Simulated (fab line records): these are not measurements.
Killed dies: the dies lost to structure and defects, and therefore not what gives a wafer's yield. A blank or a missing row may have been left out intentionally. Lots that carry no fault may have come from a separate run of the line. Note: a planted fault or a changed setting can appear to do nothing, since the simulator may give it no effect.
What tool caused it? / flow nandHarc / 42 wafers from 14 lots sampled at 5 of the route's 1159 steps

== WHAT THE GAUGES SHOWED, per wafer ==
NHARC_P_BONDPAD_CD_MEAS_09 targets a cd of 500 nm.
lot=L877; measured=day 6 08:56; on=cdSem-02; cdNm (nm)=501.3 501.2 500.3
lot=L878; measured=day 6 23:50; on=cdSem-01; cdNm (nm)=500.5 500.8 501.9
lot=L879; measured=day 7 02:58; on=cdSem-01; cdNm (nm)=499.9 501.0 499.3
lot=L880; measured=day 7 03:44; on=cdSem-03; cdNm (nm)=500.2 502.0 500.0
lot=L885; measured=day 8 21:25; on=cdSem-01; cdNm (nm)=498.1 497.8 500.1
lot=L890; measured=day 9 18:55; on=cdSem-03; cdNm (nm)=501.5 499.8 498.3
lot=L889; measured=day 9 22:17; on=cdSem-03; cdNm (nm)=500.6 500.8 499.9
lot=L892; measured=day 10 10:37; on=cdSem-02; cdNm (nm)=497.7 500.4 501.0
lot=L891; measured=day 10 11:23; on=cdSem-03; cdNm (nm)=498.0 501.5 501.3
lot=L893; measured=day 10 12:02; on=cdSem-01; cdNm (nm)=500.1 497.5 498.1
lot=L895; measured=day 10 17:43; on=cdSem-02; cdNm (nm)=499.8 498.0 498.4
lot=L894; measured=day 10 19:27; on=cdSem-01; cdNm (nm)=499.1 500.0 499.4
lot=L896; measured=day 11 01:06; on=cdSem-03; cdNm (nm)=499.1 500.4 500.1
lot=L899; measured=day 11 22:27; on=cdSem-02; cdNm (nm)=497.9 496.7 498.4

NHARC_A_ONON_D1_THK_MEAS_08: measures by ellipsometry.
lot=L877; measured=day 7 13:10; on=filmMetro-02; thkNm (nm)=1001 1003 1001
lot=L878; measured=day 8 03:44; on=filmMetro-01; thkNm (nm)=971 970 971
lot=L879; measured=day 8 03:44; on=filmMetro-02; thkNm (nm)=1006 1006 1006
lot=L880; measured=day 8 08:25; on=filmMetro-02; thkNm (nm)=1003 1004 1003
lot=L885; measured=day 10 01:14; on=filmMetro-02; thkNm (nm)=1010 1010 1010
lot=L890; measured=day 10 23:31; on=filmMetro-01; thkNm (nm)=1007 1006 1005
lot=L889; measured=day 10 23:32; on=filmMetro-02; thkNm (nm)=677 996 674
lot=L892; measured=day 11 19:51; on=filmMetro-02; thkNm (nm)=981 983 984
lot=L891; measured=day 11 19:47; on=filmMetro-01; thkNm (nm)=681 1002 680
lot=L893; measured=day 11 19:59; on=filmMetro-01; thkNm (nm)=986 984 986
lot=L895; measured=day 11 19:38; on=filmMetro-02; thkNm (nm)=988 989 989
lot=L894; measured=day 11 19:30; on=filmMetro-01; thkNm (nm)=1008 1008 1010
lot=L896; measured=day 12 07:17; on=filmMetro-02; thkNm (nm)=988 988 988
lot=L899; measured=day 13 00:33; on=filmMetro-01; thkNm (nm)=1006 1006 1008

== EACH LOT AND THE TOOL THAT RAN IT (in order: tool; ch and the chambers of the sampled wafers; start) ==
lot=L877; NHARC_P_M2_PVD_21=pvdSputter-02, day 6 08:56 or earlier; NHARC_A_ZERO_WELL_ETCH_13=rieSi-02 ch 0,1, day 6 13:23; NHARC_A_ONON_D1_DEP_06=pecvdOnon-04 ch 0, day 7 12:50
lot=L878; NHARC_P_M2_PVD_21=pvdSputter-02, day 6 23:50 or earlier; NHARC_A_ZERO_WELL_ETCH_13=rieSi-06 ch 0,1, day 7 04:20; NHARC_A_ONON_D1_DEP_06=pecvdOnon-03 ch 0, day 8 03:24
lot=L879; NHARC_P_M2_PVD_21=pvdSputter-03, day 7 02:58 or earlier; NHARC_A_ZERO_WELL_ETCH_13=rieSi-02 ch 1,2,3, day 7 07:20; NHARC_A_ONON_D1_DEP_06=pecvdOnon-02 ch 0, day 8 03:13
lot=L880; NHARC_P_M2_PVD_21=pvdSputter-01, day 7 03:44 or earlier; NHARC_A_ZERO_WELL_ETCH_13=rieSi-03 ch 0,1, day 7 08:10; NHARC_A_ONON_D1_DEP_06=pecvdOnon-02 ch 0, day 8 07:55
lot=L885; NHARC_P_M2_PVD_21=pvdSputter-03, day 8 21:25 or earlier; NHARC_A_ZERO_WELL_ETCH_13=rieSi-02 ch 0,1, day 9 01:53; NHARC_A_ONON_D1_DEP_06=pecvdOnon-03 ch 0, day 10 00:43
lot=L890; NHARC_P_M2_PVD_21=pvdSputter-03, day 9 18:55 or earlier; NHARC_A_ZERO_WELL_ETCH_13=rieSi-06 ch 0,1, day 9 23:35; NHARC_A_ONON_D1_DEP_06=pecvdOnon-03 ch 0, day 10 23:01
lot=L889; NHARC_P_M2_PVD_21=pvdSputter-03, day 9 22:17 or earlier; NHARC_A_ZERO_WELL_ETCH_13=rieSi-06 ch 1,3, day 10 02:50; NHARC_A_ONON_D1_DEP_06=pecvdOnon-02 ch 0, day 10 23:01
lot=L892; NHARC_P_M2_PVD_21=pvdSputter-01, day 10 10:37 or earlier; NHARC_A_ZERO_WELL_ETCH_13=rieSi-03 ch 0,1,2, day 10 14:56; NHARC_A_ONON_D1_DEP_06=pecvdOnon-04 ch 0, day 11 19:20
lot=L891; NHARC_P_M2_PVD_21=pvdSputter-01, day 10 11:23 or earlier; NHARC_A_ZERO_WELL_ETCH_13=rieSi-03 ch 0,2,3, day 10 16:07; NHARC_A_ONON_D1_DEP_06=pecvdOnon-02 ch 0, day 11 19:16
lot=L893; NHARC_P_M2_PVD_21=pvdSputter-02, day 10 12:02 or earlier; NHARC_A_ZERO_WELL_ETCH_13=rieSi-03 ch 0,2,3, day 10 16:43; NHARC_A_ONON_D1_DEP_06=pecvdOnon-03 ch 0, day 11 19:29
lot=L895; NHARC_P_M2_PVD_21=pvdSputter-01, day 10 17:43 or earlier; NHARC_A_ZERO_WELL_ETCH_13=rieSi-06 ch 1,2,3, day 10 22:08; NHARC_A_ONON_D1_DEP_06=pecvdOnon-03 ch 0, day 11 19:11
lot=L894; NHARC_P_M2_PVD_21=pvdSputter-03, day 10 19:27 or earlier; NHARC_A_ZERO_WELL_ETCH_13=rieSi-03 ch 0,2,3, day 10 23:58; NHARC_A_ONON_D1_DEP_06=pecvdOnon-04 ch 0, day 11 19:06
lot=L896; NHARC_P_M2_PVD_21=pvdSputter-01, day 11 01:06 or earlier; NHARC_A_ZERO_WELL_ETCH_13=rieSi-06 ch 0,2, day 11 05:28; NHARC_A_ONON_D1_DEP_06=pecvdOnon-03 ch 0, day 12 06:46
lot=L899; NHARC_P_M2_PVD_21=pvdSputter-02, day 11 22:27 or earlier; NHARC_A_ZERO_WELL_ETCH_13=rieSi-02 ch 1,2, day 12 02:54; NHARC_A_ONON_D1_DEP_06=pecvdOnon-04 ch 0, day 13 00:06
- NHARC_P_M2_PVD_21: deposits Cu, target thk 30 nm, time 20.49 s.
- NHARC_A_ZERO_WELL_ETCH_13: etches the open film in HBr/Cl2, target depth 120 nm, time 40.1 s.
- NHARC_A_ONON_D1_DEP_06: target thk 1000 nm.

== WHAT THE TOOLS THEMSELVES READ (means of the sampled wafers that have a number; where no wafer has one, the mark that the record gives instead) ==
NHARC_P_M2_PVD_21.
lot=L877; tool=pvdSputter-02; throttleValvePct (%)=29.2
lot=L878; tool=pvdSputter-02; throttleValvePct (%)=30.8
lot=L879; tool=pvdSputter-03; throttleValvePct (%)=30.7
lot=L880; tool=pvdSputter-01; throttleValvePct (%)=30.2
lot=L885; tool=pvdSputter-03; throttleValvePct (%)=30.4
lot=L890; tool=pvdSputter-03; throttleValvePct (%)=30.5
lot=L889; tool=pvdSputter-03; throttleValvePct (%)=30.7
lot=L892; tool=pvdSputter-01; throttleValvePct (%)=30.0
lot=L891; tool=pvdSputter-01; throttleValvePct (%)=31.3
lot=L893; tool=pvdSputter-02; throttleValvePct (%)=30.4
lot=L895; tool=pvdSputter-01; throttleValvePct (%)=30.7
lot=L894; tool=pvdSputter-03; throttleValvePct (%)=31.2
lot=L896; tool=pvdSputter-01; throttleValvePct (%)=30.1
lot=L899; tool=pvdSputter-02; throttleValvePct (%)=30.5

NHARC_A_ZERO_WELL_ETCH_13.
lot=L877; tool=rieSi-02; drypumpMotorCurrentA (A)=6.0; oesProductAu (a.u.)=0.999; throttleValvePct (%)=26.409
lot=L878; tool=rieSi-06; drypumpMotorCurrentA (A)=5.7; oesProductAu (a.u.)=0.998; throttleValvePct (%)=26.407
lot=L879; tool=rieSi-02; drypumpMotorCurrentA (A)=6.1; oesProductAu (a.u.)=1.005; throttleValvePct (%)=26.403
lot=L880; tool=rieSi-03; drypumpMotorCurrentA (A)=5.8; oesProductAu (a.u.)=1.004; throttleValvePct (%)=26.395
lot=L885; tool=rieSi-02; drypumpMotorCurrentA (A)=6.0; oesProductAu (a.u.)=1.001; throttleValvePct (%)=26.401
lot=L890; tool=rieSi-06; drypumpMotorCurrentA (A)=5.8; oesProductAu (a.u.)=0.998; throttleValvePct (%)=26.404
lot=L889; tool=rieSi-06; drypumpMotorCurrentA (A)=5.5; oesProductAu (a.u.)=0.996; throttleValvePct (%)=26.397
lot=L892; tool=rieSi-03; drypumpMotorCurrentA (A)=5.7; oesProductAu (a.u.)=1.001; throttleValvePct (%)=26.407
lot=L891; tool=rieSi-03; drypumpMotorCurrentA (A)=5.6; oesProductAu (a.u.)=1.005; throttleValvePct (%)=26.415
lot=L893; tool=rieSi-03; drypumpMotorCurrentA (A)=5.7; oesProductAu (a.u.)=1.007; throttleValvePct (%)=26.407
lot=L895; tool=rieSi-06; drypumpMotorCurrentA (A)=5.5; oesProductAu (a.u.)=0.990; throttleValvePct (%)=26.408
lot=L894; tool=rieSi-03; drypumpMotorCurrentA (A)=5.7; oesProductAu (a.u.)=1.003; throttleValvePct (%)=26.407
lot=L896; tool=rieSi-06; drypumpMotorCurrentA (A)=5.8; oesProductAu (a.u.)=0.996; throttleValvePct (%)=26.411
lot=L899; tool=rieSi-02; drypumpMotorCurrentA (A)=5.5; oesProductAu (a.u.)=0.996; throttleValvePct (%)=26.418

NHARC_A_ONON_D1_DEP_06.
lot=L877; tool=pecvdOnon-04; n2oFlowSccm (sccm)=1998
lot=L878; tool=pecvdOnon-03; n2oFlowSccm (sccm)=1997
lot=L879; tool=pecvdOnon-02; n2oFlowSccm (sccm)=1993
lot=L880; tool=pecvdOnon-02; n2oFlowSccm (sccm)=2011
lot=L885; tool=pecvdOnon-03; n2oFlowSccm (sccm)=1998
lot=L890; tool=pecvdOnon-03; n2oFlowSccm (sccm)=2001
lot=L889; tool=pecvdOnon-02; n2oFlowSccm (sccm)=1999
lot=L892; tool=pecvdOnon-04; n2oFlowSccm (sccm)=1997
lot=L891; tool=pecvdOnon-02; n2oFlowSccm (sccm)=2002
lot=L893; tool=pecvdOnon-03; n2oFlowSccm (sccm)=2001
lot=L895; tool=pecvdOnon-03; n2oFlowSccm (sccm)=1995
lot=L894; tool=pecvdOnon-04; n2oFlowSccm (sccm)=2007
lot=L896; tool=pecvdOnon-03; n2oFlowSccm (sccm)=2002
lot=L899; tool=pecvdOnon-04; n2oFlowSccm (sccm)=2003

== THE ANSWER, worked out from the rows above alone ==
Rule: what is usual is taken from the lots themselves. Put in order of their means at a reading, lots are off if they are a third of the lots or fewer, leave a main group of 4 or more, and stand apart from it by a gap of 3 or more times the standard deviation of the main group's means; of several such gaps the widest counts. The tables above print the reading to a certain number of digits; a main group whose means all agree to those digits is not used. Also off: a lot with no number at a reading for which 4 or more lots have one. Any other lot the step has rows for is counted as sound. The gauges are gone through in route order, then the tools' own readings, and for those a lot's mean is taken as printed above. At the first step where some lot is off, the reading lying furthest off is the one used; lots without a number count as furthest.
Off: L889, L891, at NHARC_A_ONON_D1_THK_MEAS_08 (thkNm). Main group: mean 996 nm, sd 12.
If a tool, at a process step before that reading, ran all the lots that are off and no sound lot after the first of them, it fits. The gauges at NHARC_A_ONON_D1_THK_MEAS_08 are tried like those tools. Because NHARC_P_M2_PVD_21 lacks a start for some lots, the hours and order of its lots are taken from NHARC_P_BONDPAD_CD_MEAS_09. One candidate fits, namely pecvdOnon-02 at NHARC_A_ONON_D1_DEP_06. A fault onset in the window from L880 (day 8 07:55, its last sound lot) to L889 (day 10 23:01, its first lot off) fits.

== WHAT THE SIMULATOR HAD PUT IN ==
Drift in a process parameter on pecvdOnon-02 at NHARC_A_ONON_D1_DEP_06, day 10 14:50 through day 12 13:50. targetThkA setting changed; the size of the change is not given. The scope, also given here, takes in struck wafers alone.
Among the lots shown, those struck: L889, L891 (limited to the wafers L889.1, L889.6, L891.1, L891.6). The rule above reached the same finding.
